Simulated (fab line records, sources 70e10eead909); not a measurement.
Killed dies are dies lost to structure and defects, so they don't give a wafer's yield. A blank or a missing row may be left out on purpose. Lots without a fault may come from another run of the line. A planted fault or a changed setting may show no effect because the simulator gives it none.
fab line records | flow nand_harc
record lots=24 wafers=72 last_day=25
route steps=1159 shown A_STAIRCASE@692 A_SGD_CUT@747
lots that met no fault: from a run of the same line without faults
start_h: hours from the record's first day to the start of the lot's first wafer shown | wait_h: hours since the lot's step before | " the same as in the row above | L1.1+2: a row that stands for several wafers | - no value, or no start given | * or withheld: withheld | < > ~ a bound
route shown NAME@n: a module of which the file shows steps, and the number in the route of the first | usual: mean/standard deviation of fault-free wafers | same: alike in all rows | chamber/n: place in a boat | sites: the reading at each site | _std_site: their standard deviation | _edge_site: outer sites' mean less inner sites' | radius_mm: how far each site lies from the wafer's centre | mask NAME#n: copy n | behind: the tool/chamber that last shaped the wafer | hold: why the lot was held/for how many hours/how that ended | device: the transistor (n, p or np) that didn't switch | end of line: the same wafers' tests at the end of the route | a step without rows: its recipe alone | killed: dies lost to structure and defects at the first sort, not the wafer's yield | map: a wafer's dies, x killed, . not, _ none there
set.NAME: the setting as run; set.NAME@STEP: as run at that earlier step | model.NAME: the simulator's own value behind a step, which no gauge read
steps of the route over a sample of lots; a table a step, a row a wafer
services: from which hour (start_h, from the record's first day; less than 0 if before it) a tool's chamber was out of use, for how many hours, and why
## steps
# step NHARC_A_STAIRCASE_ETCH_315
# recipe target_depth_a=25000 time_s=607.1 ion_energy_ev=800 c4f8_flow_sccm=80 o2_flow_sccm=60 ar_flow_sccm=withheld rf_w=600 bias_w=3000 chemistry=C4F8/O2/Ar
# usual oes_product_au=0.929/0.011 rf_vpp_V=1824/11
# columns lot.wafer tool chamber start_h wait_h oes_product_au rf_hours_counter_h rf_vpp_V
L074.2 rie_diel-13 2 - - 0.928 62 1835
L074.1 " 0 " " 0.925 57 1827
L074.3 " 1 " " 0.905 57 1809
L075.2 rie_diel-02 3 - - 0.929 41 1809
L075.3 " 1 " " 0.935 44 1830
L075.1 " 2 " " 0.932 44 1844
L076.1 rie_diel-05 2 - - 0.920 31 1832
L076.4 " 0 " " 0.940 39 1827
L076.6 " 2 " " 0.923 - 1832
L077.3 rie_diel-02 3 - - 0.952 42 1809
L077.1 " 0 " " 0.934 45 1833
L077.6 " 2 " " 0.952 - 1844
L079.2 rie_diel-13 2 - - 0.953 64 1837
L079.1 " 0 " " 0.934 59 1826
L079.6 " 2 " " 0.941 - 1835
L078.1 rie_diel-05 1 - - 0.936 41 1817
L078.3 " 2 " " 0.912 34 1833
L078.6 " 0 " " 0.947 - 1828
L081.2 rie_diel-05 0 - - 0.936 50 1827
L081.4 " 2 " " 0.915 40 1832
L081.3 " 3 " " 0.920 42 1834
L083.4 rie_diel-13 3 - - 0.917 7 1808
L083.1 " 0 " " 0.927 8 1827
L083.3 " 2 " " 0.943 7 1835
L080.1 rie_diel-05 0 - - 0.930 54 1828
L080.3 " 1 " " 0.922 52 1815
L080.4 " 2 " " 0.915 43 1834
L082.3 rie_diel-05 3 - - 0.924 47 1833
L082.1 " 1 " " 0.934 54 1816
L082.5 " 3 " " 0.929 - 1831
L084.4 rie_diel-05 0 - - 0.926 56 1826
L084.3 " 1 " " 0.941 54 1816
L084.2 " 2 " " 0.932 44 1833
L089.3 rie_diel-05 0 - - 0.946 65 1825
L089.6 " 3 " " 0.922 - 1832
L089.5 " 0 " " 0.935 - 1826
L085.4 rie_diel-13 3 - - 0.922 19 1808
L085.3 " 0 " " 0.918 19 1826
L085.1 " 2 " " 0.937 20 1833
L086.3 rie_diel-13 2 - - 0.944 21 1834
L086.4 " 0 " " 0.927 20 1826
L086.6 " 1 " " 0.907 - 1810
L087.4 rie_diel-13 1 - - 0.900 21 1809
L087.5 " 3 " " 0.914 - 1808
L087.6 " 0 " " 0.915 - 1825
L088.2 rie_diel-05 3 - - 0.934 0 1833
L088.4 " 0 " " 0.926 1 1826
L088.1 " 2 " " 0.931 0 1832
L091.3 rie_diel-13 1 - - 0.907 31 1810
L091.2 " 2 " " 0.937 25 1832
L091.4 " 0 " " 0.913 31 1827
L090.2 rie_diel-13 1 - - 0.921 36 1808
L090.6 " 0 " " 0.922 - 1827
L090.5 " 1 " " 0.915 - 1808
L093.3 rie_diel-13 3 - - 0.930 36 1806
L093.2 " 0 " " 0.924 36 1824
L093.6 " 0 " " 0.938 - 1825
L094.3 rie_diel-05 0 - - 0.921 10 1827
L094.2 " 1 " " 0.944 9 1816
L094.5 " 1 " " 0.944 - 1815
L092.2 rie_diel-13 1 - - 0.921 39 1807
L092.6 " 2 " " 0.943 - 1832
L092.5 " 3 " " 0.938 - 1807
L096.4 rie_diel-13 3 - - 0.923 42 1806
L096.6 " 3 " " 0.919 - 1807
L096.5 " 0 " " 0.919 - 1825
L095.1 rie_diel-05 2 - - 0.929 17 1832
L095.2 " 3 " " 0.948 17 1831
L095.4 " 0 " " 0.929 16 1826
L097.2 rie_diel-02 3 - - 0.949 14 1847
L097.1 " 0 " " 0.937 24 1831
L097.5 " 2 " " 0.949 - 1843
# step NHARC_A_STAIRCASE_DEP_151
# recipe target_thk_a=38000 temp_c=400 target_thk_nm=3800 teos_flow_sccm=200 rf_w=500 material=SiO2
# usual heater_power_w=687/100
# columns lot.wafer tool chamber start_h wait_h heater_power_w
L074.3 pecvd-04 1 282.46 0.4 680
L074.2 " 2 " " 802
L074.1 " 0 " " 576
L075.2 pecvd-01 1 282.46 0.4 840
L075.3 " 2 " " 761
L075.1 " 0 " " 690
L077.1 pecvd-04 2 289.02 0.4 792
L077.3 " 1 " " 601
L077.6 " 2 " " 669
L079.2 pecvd-01 2 289.02 0.4 714
L079.1 " 1 " " 766
L079.6 " 1 " " 687
L076.1 pecvd-02 1 289.21 0.6 661
L076.4 " 2 " " 602
L076.6 " 0 " " 779
L078.1 pecvd-02 1 296.18 0.4 723
L078.3 " 2 " " 737
L078.6 " 1 " " 646
L081.2 pecvd-04 0 319.41 0.4 604
L081.3 " 2 " " 788
L081.4 " 1 " " 563
L083.1 pecvd-04 2 329.23 0.5 819
L083.3 " 0 " " 524
L083.4 " 2 " " 673
L080.3 pecvd-01 1 329.23 0.5 818
L080.1 " 2 " " 739
L080.4 " 2 " " 605
L084.3 pecvd-04 0 338.87 0.4 580
L084.2 " 2 " " 720
L084.4 " 1 " " 578
L082.1 pecvd-01 0 338.87 0.4 760
L082.3 " 1 " " 857
L082.5 " 1 " " 688
L085.3 pecvd-02 1 354.97 0.4 698
L085.1 " 0 " " 946
L085.4 " 1 " " 643
L089.3 pecvd-01 1 355.26 0.7 724
L089.5 " 1 " " 709
L089.6 " 2 " " 625
L086.3 pecvd-04 2 357.82 0.5 852
L086.6 " 1 " " 586
L086.4 " 0 " " 499
L087.6 pecvd-01 1 358.02 0.7 692
L087.5 " 2 " " 609
L087.4 " 0 " " 631
L088.1 pecvd-02 1 367.82 0.4 686
L088.2 " 0 " " 844
L088.4 " 1 " " 667
L091.3 pecvd-02 1 380.68 0.4 700
L091.2 " 2 " " 748
L091.4 " 2 " " 651
L090.2 pecvd-01 1 389.00 0.6 803
L090.6 " 2 " " 638
L090.5 " 0 " " 648
L093.2 pecvd-02 1 389.08 0.6 646
L093.3 " 0 " " 866
L093.6 " 1 " " 649
L094.2 pecvd-01 1 393.17 0.4 782
L094.3 " 0 " " 668
L094.5 " 2 " " 623
L092.2 pecvd-04 1 397.58 0.5 647
L092.6 " 1 " " 532
L092.5 " 2 " " 671
L095.1 pecvd-01 1 402.40 0.4 838
L095.2 " 2 " " 747
L095.4 " 0 " " 638
L096.6 pecvd-04 0 402.62 0.7 467
L096.4 " 1 " " 523
L096.5 " 2 " " 669
L097.2 pecvd-02 0 417.54 0.4 982
L097.1 " 2 " " 794
L097.5 " 2 " " 641
# step NHARC_A_STAIRCASE_ETCH_444
# recipe target_depth_a=1.02e+05 time_s=3400 c4f8_flow_sccm=20 o2_flow_sccm=10 ar_flow_sccm=withheld rf_w=600 bias_w=1000 chemistry=C4F8/O2
# usual oes_product_au=0.931/0.018 rf_vpp_V=807/5.2
# columns lot.wafer tool chamber start_h wait_h oes_product_au rf_hours_counter_h rf_vpp_V
L074.1 rie_diel-05 0 308.85 0.1 0.928 52 806
L074.3 " 2 " " 0.915 42 809
L074.2 " 3 " " 0.905 44 810
L075.2 rie_diel-02 1 308.94 0.3 0.918 56 808
L075.1 " 2 " " 0.930 55 814
L075.3 " 3 " " 0.925 55 798
L076.4 rie_diel-13 0 318.01 0.1 0.947 11 805
L076.1 " 1 " " 0.936 11 799
L076.6 " 0 " " 0.942 - 807
L077.3 rie_diel-02 1 318.22 0.1 0.907 61 807
L077.1 " 2 " " 0.929 60 814
L077.6 " 1 " " 0.909 - 807
L079.2 rie_diel-05 0 318.25 0.3 0.922 57 807
L079.1 " 2 " " 0.905 45 809
L079.6 " 3 " " 0.913 - 808
L078.1 rie_diel-13 3 323.39 0.3 0.957 13 800
L078.3 " 1 " " 0.959 15 799
L078.6 " 3 " " 0.956 - 799
L081.2 rie_diel-02 0 341.45 0.1 0.958 1 809
L081.3 " 2 " " 0.975 2 813
L081.4 " 2 " " 0.967 - 815
L080.3 rie_diel-02 2 351.56 0.1 0.952 8 813
L080.1 " 1 " " 0.944 8 807
L080.4 " 1 " " 0.934 - 806
L083.1 rie_diel-13 0 351.82 0.2 0.915 27 806
L083.3 " 1 " " 0.906 27 798
L083.4 " 3 353.45 1.8 0.913 - 800
L084.2 rie_diel-13 0 362.30 0.1 0.913 33 808
L084.4 " 2 " " 0.929 26 809
L084.3 " 3 " " 0.923 33 799
L082.3 rie_diel-02 0 362.46 0.1 0.962 13 811
L082.1 " 2 " " 0.966 13 815
L082.5 " 0 " " 0.971 - 808
L085.3 rie_diel-02 2 380.52 0.1 0.961 18 814
L085.4 " 3 " " 0.947 8 816
L085.1 " 0 " " 0.948 20 809
L089.3 rie_diel-05 2 380.63 0.1 0.927 11 807
L089.6 " 2 " " 0.932 - 807
L089.5 " 3 " " 0.938 - 809
L086.4 rie_diel-13 2 380.65 0.1 0.925 33 809
L086.3 " 0 " " 0.916 40 806
L086.6 " 3 " " 0.914 - 798
L087.4 rie_diel-02 2 382.47 0.4 0.932 20 814
L087.5 " 1 " " 0.922 - 809
L087.6 " 2 " " 0.933 - 814
L088.2 rie_diel-05 2 395.08 0.3 0.921 19 809
L088.1 " 3 " " 0.940 21 811
L088.4 " 0 " " 0.918 19 806
L091.2 rie_diel-13 0 409.90 0.3 0.908 50 807
L091.4 " 1 " " 0.912 49 798
L091.3 " 2 " " 0.930 42 809
L093.3 rie_diel-02 1 410.38 0.1 0.919 27 805
L093.2 " 2 " " 0.931 27 814
L093.6 " 2 " " 0.939 - 815
L090.2 rie_diel-05 2 410.53 0.8 0.918 25 809
L090.6 " 3 " " 0.927 - 810
L090.5 " 0 " " 0.920 - 806
L094.2 rie_diel-05 1 418.10 0.3 0.919 28 802
L094.3 " 2 " " 0.909 28 807
L094.5 " 2 " " 0.924 - 810
L096.4 rie_diel-13 1 424.33 0.1 0.918 54 798
L096.6 " 1 " " 0.908 - 800
L096.5 " 2 " " 0.937 - 810
L095.2 rie_diel-05 2 424.65 0.1 0.921 31 808
L095.4 " 3 " " 0.936 31 808
L095.1 " 1 " " 0.929 30 800
L092.2 rie_diel-02 1 425.20 0.8 0.922 33 808
L092.5 " 2 " " 0.922 - 815
L092.6 " 3 " " 0.926 - 816
L097.1 rie_diel-13 0 445.60 0.1 0.907 61 806
L097.2 " 2 " " 0.933 54 808
L097.5 " 1 " " 0.906 - 798
# step NHARC_A_SGD_CUT_DEP_00
# recipe target_thk_a=500 temp_c=400 target_thk_nm=50 flow_sccm=200 rf_w=450 material=SiNx
# usual heater_power_w=730/83
# columns lot.wafer tool chamber start_h wait_h heater_power_w
L075.2 pecvd-04 1 313.73 0.1 683
L075.3 " 2 " " 795
L075.1 " 0 " " 526
L074.1 pecvd-01 2 313.79 0.1 735
L074.2 " 0 " " 663
L074.3 " 1 " " 854
L076.1 pecvd-03 0 322.99 0.1 705
L076.4 " 2 " " 751
L076.6 " 0 " " 691
L079.1 pecvd-01 2 323.13 0.1 728
L079.2 " 1 " " 790
L079.6 " 2 " " 731
L077.1 pecvd-03 2 323.23 0.1 881
L077.3 " 0 " " 776
L077.6 " 0 " " 597
L078.3 pecvd-01 0 328.14 0.1 692
L078.1 " 1 " " 831
L078.6 " 2 " " 768
L081.2 pecvd-03 2 347.22 0.1 845
L081.3 " 1 " " 817
L081.4 " 2 " " 844
L080.3 pecvd-04 2 357.35 0.1 793
L080.1 " 1 " " 745
L080.4 " 2 " " 787
L083.3 pecvd-03 0 358.14 0.3 741
L083.1 " 2 " " 859
L083.4 " 1 " " 793
L084.2 pecvd-01 1 368.01 0.1 792
L084.3 " 2 " " 759
L084.4 " 1 " " 799
L082.1 pecvd-04 0 368.15 0.2 642
L082.3 " 1 " " 677
L082.5 " 1 " " 677
L085.1 pecvd-01 1 385.51 0.1 760
L085.3 " 0 " " 683
L085.4 " 0 " " 713
L086.3 pecvd-01 2 385.87 0.1 756
L086.4 " 0 " " 751
L086.6 " 1 " " 784
L089.3 pecvd-01 2 386.04 0.1 693
L089.6 " 0 " " 731
L089.5 " 1 " " 822
L087.6 pecvd-03 0 387.51 0.3 760
L087.4 " 1 " " 754
L087.5 " 2 " " 770
L088.1 pecvd-03 0 399.82 0.1 611
L088.2 " 2 " " 833
L088.4 " 0 " " 634
L090.2 pecvd-03 1 414.81 0.1 722
L090.5 " 0 " " 748
L090.6 " 1 " " 704
L091.2 pecvd-04 0 414.88 0.1 596
L091.3 " 1 " " 560
L091.4 " 0 " " 596
L093.3 pecvd-04 0 415.39 0.1 543
L093.2 " 1 " " 637
L093.6 " 0 " " 534
L094.2 pecvd-04 0 423.53 0.1 549
L094.3 " 2 " " 749
L094.5 " 2 " " 735
L096.5 pecvd-04 0 429.38 0.2 559
L096.4 " 1 " " 595
L096.6 " 2 " " 782
L092.2 pecvd-04 0 429.61 0.1 603
L092.6 " 2 " " 668
L092.5 " 0 " " 612
L095.1 pecvd-03 0 429.71 0.2 749
L095.2 " 1 " " 798
L095.4 " 2 " " 843
L097.2 pecvd-03 1 451.00 0.5 795
L097.1 " 2 " " 847
L097.5 " 0 " " 746
# step NHARC_A_SGD_CUT_ETCH_58
# recipe target_depth_a=390 over_etch_frac=0.3 time_s=65 ion_energy_ev=80 cf4_flow_sccm=150 ar_flow_sccm=0 rf_w=300 bias_w=100 chemistry=CF4
# usual drypump_motor_current_A=5.7/0.33 oes_product_au=0.998/0.0088 rf_vpp_V=151.0/1.2 showerhead_plenum_p_Torr=1.75/0.072 throttle_valve_pct=13.283/0.0097
# columns lot.wafer tool chamber start_h wait_h drypump_motor_current_A oes_product_au rf_hours_counter_h rf_vpp_V showerhead_plenum_p_Torr throttle_valve_pct
L075.3 rie_diel-10 2 314.72 0.1 5.2 0.982 11 150.2 1.81 13.287
L075.2 " 3 " " 5.7 1.009 10 151.1 1.67 13.276
L075.1 " 0 " " 5.7 1.000 11 151.8 1.76 13.283
L074.1 rie_diel-04 0 314.88 0.1 5.7 1.005 1 150.2 1.70 13.276
L074.2 " 1 " " 5.4 1.005 1 151.0 1.86 13.277
L074.3 " 2 " " 5.9 0.983 1 150.0 1.66 13.278
L076.1 rie_diel-10 3 323.95 0.1 5.7 1.009 11 152.0 1.67 13.267
L076.4 " 1 " " 5.1 1.006 11 151.6 1.68 13.291
L076.6 " 3 " " 5.7 1.017 - 150.5 1.67 13.285
L079.2 rie_diel-11 0 324.13 0.1 5.4 0.981 13 150.8 1.84 13.285
L079.1 " 2 " " 6.1 0.999 13 151.6 1.82 13.284
L079.6 " 1 " " 6.3 1.001 - 151.0 1.70 13.279
L077.3 rie_diel-04 1 324.32 0.1 5.4 1.002 1 152.5 1.86 13.260
L077.1 " 0 " " 5.6 1.008 1 151.5 1.70 13.277
L077.6 " 2 " " 6.0 0.991 - 151.0 1.66 13.280
L078.1 rie_diel-04 1 329.13 0.1 5.4 0.997 2 152.4 1.86 13.265
L078.3 " 0 " " 5.7 0.998 1 150.5 1.70 13.298
L078.6 " 1 " " 5.4 0.992 - 151.6 1.86 13.288
L081.2 rie_diel-11 3 348.11 0.1 5.9 1.005 15 150.4 1.71 13.262
L081.4 " 0 " " 5.4 0.989 16 152.4 1.84 13.290
L081.3 " 2 " " 6.1 1.001 16 152.9 1.82 13.292
L080.3 rie_diel-11 3 358.24 0.1 6.0 1.013 16 149.6 1.71 13.278
L080.1 " 0 " " 5.4 0.984 18 153.7 1.84 13.297
L080.4 " 3 " " 6.0 1.001 - 149.6 1.71 13.276
L083.4 rie_diel-04 0 359.00 0.1 5.6 1.010 3 149.5 1.70 13.281
L083.1 " 1 " " 5.4 1.006 3 153.0 1.86 13.272
L083.3 " 2 " " 5.9 0.997 3 149.3 1.66 13.282
L084.4 rie_diel-10 2 368.92 0.1 5.2 0.999 0 153.2 1.81 13.297
L084.3 " 3 " " 5.8 0.992 0 149.4 1.67 13.277
L084.2 " 0 " " 5.7 1.012 0 151.7 1.76 13.283
L082.3 rie_diel-04 1 369.02 0.1 5.4 1.003 4 152.5 1.86 13.290
L082.1 " 3 " " 5.9 0.988 3 150.5 1.70 13.296
L082.5 " 2 " " 5.9 0.995 - 151.2 1.66 13.292
L086.4 rie_diel-04 3 386.81 0.1 5.9 0.983 5 150.6 1.70 13.293
L086.3 " 1 " " 5.4 0.993 6 152.1 1.86 13.273
L086.6 " 0 " " 5.7 0.993 - 150.0 1.70 13.293
L085.3 rie_diel-10 2 387.00 0.6 5.2 1.007 3 149.5 1.81 13.286
L085.1 " 1 " " 5.1 0.995 3 151.4 1.68 13.289
L085.4 " 1 " " 5.1 0.996 - 150.1 1.68 13.292
L089.3 rie_diel-04 1 387.12 0.2 5.4 0.999 6 152.6 1.86 13.275
L089.5 " 1 " " 5.4 1.004 - 152.7 1.86 13.285
L089.6 " 2 " " 5.9 0.987 - 150.3 1.66 13.278
L087.4 rie_diel-11 1 388.44 0.1 6.3 1.005 0 150.3 1.70 13.273
L087.5 " 2 " " 6.1 1.009 - 153.7 1.82 13.272
L087.6 " 3 " " 5.9 0.990 - 150.9 1.71 13.284
L088.4 rie_diel-11 2 400.99 0.4 6.1 0.997 2 152.3 1.81 13.282
L088.1 " 3 " " 5.9 0.984 3 148.9 1.71 13.287
L088.2 " 1 " " 6.3 0.997 2 150.4 1.70 13.287
L090.2 rie_diel-04 3 415.68 0.1 5.9 1.005 7 150.5 1.70 13.276
L090.6 " 0 " " 5.6 0.992 - 152.2 1.70 13.280
L090.5 " 1 " " 5.4 1.011 - 151.3 1.86 13.290
L091.2 rie_diel-10 2 415.88 0.1 5.2 0.997 6 151.8 1.81 13.286
L091.3 " 3 " " 5.7 0.995 6 148.7 1.67 13.279
L091.4 " 0 " " 5.7 0.993 3 151.0 1.76 13.271
L093.2 rie_diel-11 1 416.39 0.1 6.3 0.998 3 150.2 1.70 13.281
L093.3 " 2 " " 6.1 1.013 3 151.2 1.81 13.285
L093.6 " 0 " " 5.4 0.986 - 151.8 1.84 13.293
L094.3 rie_diel-04 1 424.40 0.1 5.4 1.008 9 153.9 1.86 13.293
L094.2 " 3 " " 5.9 1.008 8 150.8 1.70 13.284
L094.5 " 0 " " 5.7 0.997 - 151.0 1.70 13.289
L096.4 rie_diel-10 0 430.19 0.1 5.7 1.003 4 152.5 1.76 13.298
L096.6 " 2 " " 5.2 1.006 - 150.6 1.81 13.278
L096.5 " 3 " " 5.7 0.989 - 149.8 1.67 13.282
L092.2 rie_diel-11 3 430.55 0.1 5.9 0.989 6 149.6 1.71 13.280
L092.5 " 1 " " 6.3 1.001 - 148.4 1.70 13.297
L092.6 " 2 " " 6.1 1.001 - 151.1 1.81 13.285
L095.2 rie_diel-04 1 430.69 0.1 5.4 1.001 10 151.5 1.86 13.289
L095.1 " 3 " " 5.9 1.001 9 151.1 1.70 13.297
L095.4 " 0 " " 5.7 0.999 10 151.8 1.70 13.286
L097.2 rie_diel-11 0 451.97 0.1 5.4 0.998 9 151.4 1.84 13.283
L097.1 " 2 " " 6.2 1.000 8 152.1 1.81 13.282
L097.5 " 0 " " 5.4 0.984 - 151.9 1.84 13.281
# step NHARC_A_SGD_CUT_STRIP_17
# recipe o2_flow_sccm=500 ar_flow_sccm=0 bias_w=0 chemistry=O2
# usual drypump_motor_current_A=5.7/0.32 oes_product_au=0.998/0.0092 rf_vpp_V=57.6/0.88 showerhead_plenum_p_Torr=3.48/0.14 throttle_valve_pct=17.036/0.009
# columns lot.wafer tool chamber start_h wait_h drypump_motor_current_A oes_product_au rf_hours_counter_h rf_vpp_V showerhead_plenum_p_Torr throttle_valve_pct
L075.1 rie_diel-10 3 - - 5.7 0.989 11 57.4 3.33 17.044
L075.3 " 0 " " 5.8 0.994 11 57.9 3.52 17.037
L075.2 " 1 " " 5.1 1.000 11 57.1 3.36 17.036
L074.1 rie_diel-04 2 - - 6.0 0.990 1 56.5 3.32 17.032
L074.3 " 3 " " 6.0 0.986 1 57.3 3.39 17.033
L074.2 " 1 " " 5.4 1.002 1 57.5 3.71 17.033
L076.1 rie_diel-10 3 - - 5.7 1.009 11 56.6 3.33 17.047
L076.4 " 1 " " 5.1 0.998 12 56.5 3.35 17.041
L076.6 " 3 " " 5.7 1.003 - 57.7 3.33 17.021
L079.1 rie_diel-11 2 - - 6.0 0.998 13 57.2 3.63 17.033
L079.2 " 3 " " 6.0 1.000 13 57.7 3.41 17.037
L079.6 " 3 " " 6.0 1.004 - 58.5 3.41 17.036
L077.1 rie_diel-04 2 - - 5.9 0.996 2 58.0 3.32 17.026
L077.3 " 1 " " 5.4 1.001 2 57.4 3.71 17.020
L077.6 " 1 " " 5.4 0.999 - 58.0 3.71 17.027
L078.3 rie_diel-04 1 - - 5.4 0.999 2 59.8 3.71 17.043
L078.1 " 0 " " 5.7 1.003 2 58.5 3.39 17.030
L078.6 " 1 " " 5.4 1.004 - 59.1 3.71 17.050
L081.3 rie_diel-11 3 - - 6.0 1.002 15 57.0 3.41 17.035
L081.4 " 0 " " 5.4 0.987 17 56.7 3.67 17.029
L081.2 " 2 " " 6.1 0.990 16 57.4 3.62 17.043
L080.3 rie_diel-11 0 - - 5.4 0.984 18 58.5 3.67 17.054
L080.1 " 2 " " 6.2 1.007 18 57.2 3.62 17.051
L080.4 " 3 " " 6.0 1.002 - 58.0 3.41 17.043
L083.1 rie_diel-04 3 - - 5.9 0.999 3 57.9 3.38 17.031
L083.3 " 0 " " 5.7 1.007 3 56.9 3.39 17.038
L083.4 " 1 " " 5.4 1.011 3 58.3 3.71 17.043
L084.4 rie_diel-10 3 - - 5.7 0.993 0 56.3 3.33 17.025
L084.2 " 0 " " 5.8 1.003 1 56.8 3.52 17.045
L084.3 " 1 " " 5.1 1.005 0 58.7 3.35 17.041
L082.3 rie_diel-04 0 - - 5.7 1.006 4 57.4 3.39 17.039
L082.1 " 1 " " 5.4 1.001 4 58.8 3.71 17.023
L082.5 " 1 " " 5.4 1.003 - 57.4 3.71 17.035
L086.3 rie_diel-04 1 - - 5.4 0.995 7 57.6 3.71 17.030
L086.4 " 2 " " 6.0 0.997 7 57.6 3.31 17.039
L086.6 " 0 " " 5.7 0.996 - 55.8 3.39 17.040
L085.3 rie_diel-10 3 - - 5.7 0.998 4 57.9 3.33 17.046
L085.1 " 1 " " 5.1 0.994 4 57.6 3.35 17.042
L085.4 " 1 " " 5.1 0.999 - 58.6 3.35 17.042
L089.3 rie_diel-04 3 - - 5.9 0.991 6 57.9 3.38 17.018
L089.5 " 1 " " 5.4 0.994 - 58.0 3.71 17.036
L089.6 " 2 " " 5.9 0.988 - 56.6 3.31 17.036
L087.4 rie_diel-11 0 - - 5.4 0.992 1 58.4 3.67 17.032
L087.5 " 1 " " 6.3 1.005 - 59.9 3.39 17.037
L087.6 " 2 " " 6.1 1.016 - 57.1 3.62 17.020
L088.1 rie_diel-11 3 - - 5.9 0.986 3 56.4 3.41 17.038
L088.2 " 0 " " 5.4 0.994 3 56.1 3.67 17.041
L088.4 " 1 " " 6.3 1.000 2 58.0 3.39 17.030
L090.2 rie_diel-04 3 - - 5.9 0.996 8 57.9 3.38 17.040
L090.5 " 2 " " 5.9 0.980 - 56.3 3.31 17.040
L090.6 " 3 " " 5.9 1.008 - 56.2 3.38 17.041
L091.3 rie_diel-10 1 - - 5.1 1.003 7 56.5 3.35 17.043
L091.4 " 2 " " 5.2 1.009 7 56.6 3.60 17.033
L091.2 " 0 " " 5.8 0.990 3 58.5 3.52 17.042
L093.2 rie_diel-11 0 - - 5.4 0.989 5 58.1 3.67 17.029
L093.3 " 2 " " 6.1 1.009 4 57.7 3.62 17.034
L093.6 " 3 " " 6.0 0.987 - 55.8 3.41 17.022
L094.3 rie_diel-04 2 - - 5.9 0.978 9 56.8 3.31 17.032
L094.2 " 3 " " 5.9 0.994 9 56.5 3.38 17.039
L094.5 " 2 " " 5.9 0.986 - 55.5 3.31 17.030
L096.4 rie_diel-10 2 - - 5.2 1.010 8 57.1 3.60 17.042
L096.5 " 3 " " 5.7 0.997 - 58.5 3.33 17.040
L096.6 " 0 " " 5.8 0.997 - 58.6 3.51 17.041
L092.2 rie_diel-11 3 - - 5.9 1.000 6 57.8 3.41 17.048
L092.6 " 3 " " 5.9 0.990 - 58.6 3.41 17.028
L092.5 " 0 " " 5.4 0.980 - 59.6 3.66 17.039
L095.1 rie_diel-04 1 - - 5.4 1.017 10 58.6 3.70 17.026
L095.4 " 2 " " 6.0 0.990 10 57.3 3.31 17.037
L095.2 " 3 " " 5.9 0.998 9 55.8 3.38 17.031
L097.1 rie_diel-11 0 - - 5.5 0.984 9 57.5 3.66 17.021
L097.2 " 1 " " 6.3 1.003 8 58.5 3.39 17.029
L097.5 " 2 " " 6.1 1.005 - 57.8 3.62 17.027
## services
# columns tool chamber start_h hours kind
rie_diel-05 3 249.08 2.5 repair
rie_diel-04 3 259.20 4.8 repair
rie_diel-11 0 259.89 2.2 repair
rie_diel-13 - 276.17 9.0 pm
pecvd-01 0 288.31 11.8 repair
rie_diel-04 - 288.95 9.0 pm
rie_diel-02 0 297.39 8.6 repair
rie_diel-10 3 303.06 3.6 repair
rie_diel-13 3 306.33 3.1 repair
rie_diel-10 - 319.35 3.7 repair
rie_diel-04 3 323.33 6.3 repair
rie_diel-02 - 327.74 9.0 pm
rie_diel-05 - 340.66 9.0 pm
rie_diel-02 3 340.85 15.6 repair
pecvd-01 0 351.15 6.1 repair
rie_diel-11 1 356.98 3.8 repair
pecvd-01 0 365.15 14.1 repair
rie_diel-11 - 366.55 9.0 pm
pecvd-04 - 366.98 0.5 repair
pecvd-04 - 376.70 13.0 pm
rie_diel-13 2 402.42 2.0 repair
rie_diel-04 0 403.57 8.0 repair
rie_diel-13 - 417.30 0.8 repair
pecvd-01 - 418.00 13.0 pm
## key
fault none
